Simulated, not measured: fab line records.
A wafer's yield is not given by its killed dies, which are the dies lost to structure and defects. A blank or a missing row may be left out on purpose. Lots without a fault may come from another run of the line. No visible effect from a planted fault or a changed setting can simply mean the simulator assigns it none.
The same fault as seen by 2 desks -- flow n5Finfet -- only its own numbers are on each desk; what lay behind them is given at the end

## THE TOOL OWNER'S DESK: lithoTrack-05
The tool's own readings at N5_BEOL_M5_COAT_71 (time 60 s, resist thk 5 nm): means of the sampled wafers that have a number, for each lot that ran on this tool. Marked OUT: a lot whose mean sits more than 4 standard deviations from the usual mean, which makes it out of limits; the brackets give that distance.
Columns: A = chillPlateTempC at N5_BEOL_M5_COAT_71, usual 22.99 C; B = spinSpeedRpm at N5_BEOL_M5_COAT_71, usual 1499.9 rpm
lot,first seen here,A,B
L641,day 8 18:01,22.91,1499.6
L644,day 9 15:51,23.02,1499.8
L645,day 10 02:33,22.92,1500.0
L649,day 10 20:41,22.95,1663.1 (+99 or more) OUT
L650,day 11 04:00,23.13,1664.1 (+99 or more) OUT
Finding of this desk: L649, L650 out of limits; the first was L649 at day 10 20:41, on spinSpeedRpm at N5_BEOL_M5_COAT_71. L641, L644, L645: within limits.

## METROLOGY DESK
Lot by lot, what the gauges showed, no matter which tool ran the lot: averages of those sampled wafers that carry a number. Marked OUT: a lot whose mean sits more than 4 standard deviations from the usual mean, which makes it out of limits; the brackets give that distance.
Columns: A = cdNm at N5_BEOL_M5_CD_MEAS_11, usual 27.94 nm; B = M5_OVL at N5_BEOL_M5_OVL_MEAS_12, usual -0.2 nm
lot,first seen here,A,B
L641,day 8 18:23,27.78,0.1
L642,day 9 00:45,27.84,0.7
L643,day 9 08:54,27.69,-1.3
L644,day 9 16:07,27.90,0.3
L645,day 10 02:49,28.27,-0.1
L649,day 10 20:56,27.86,-0.2
L650,day 11 04:16,27.93,-0.4
L652,day 11 07:20,28.17,0.4
L653,day 12 03:23,28.11,-1.1
L654,day 12 08:24,27.57,0.2
L655,day 12 11:29,27.88,0.1
L660,day 13 18:38,27.95,-0.7
This desk's finding: nothing out of limits on any of the 12 lots.

## BROUGHT TOGETHER
At day 10 20:41, on L649, L650, the tool owner's desk was in a position to raise an alarm.
Nothing out of limits was seen by the metrology desk.
The metrology desk holds a record of L649, L650, inside its limits.
Of the lots named, all ran N5_BEOL_M5_COAT_71 on lithoTrack-05.

## WHAT THE SIMULATOR PUT IN
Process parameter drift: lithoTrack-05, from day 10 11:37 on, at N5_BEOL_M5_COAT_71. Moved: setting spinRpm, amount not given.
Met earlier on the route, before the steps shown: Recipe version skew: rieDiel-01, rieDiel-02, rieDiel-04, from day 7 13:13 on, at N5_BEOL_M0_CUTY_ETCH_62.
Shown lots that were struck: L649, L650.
Each desk's first reading out of limits, in hours after the fault started: the tool owner's desk, 9.
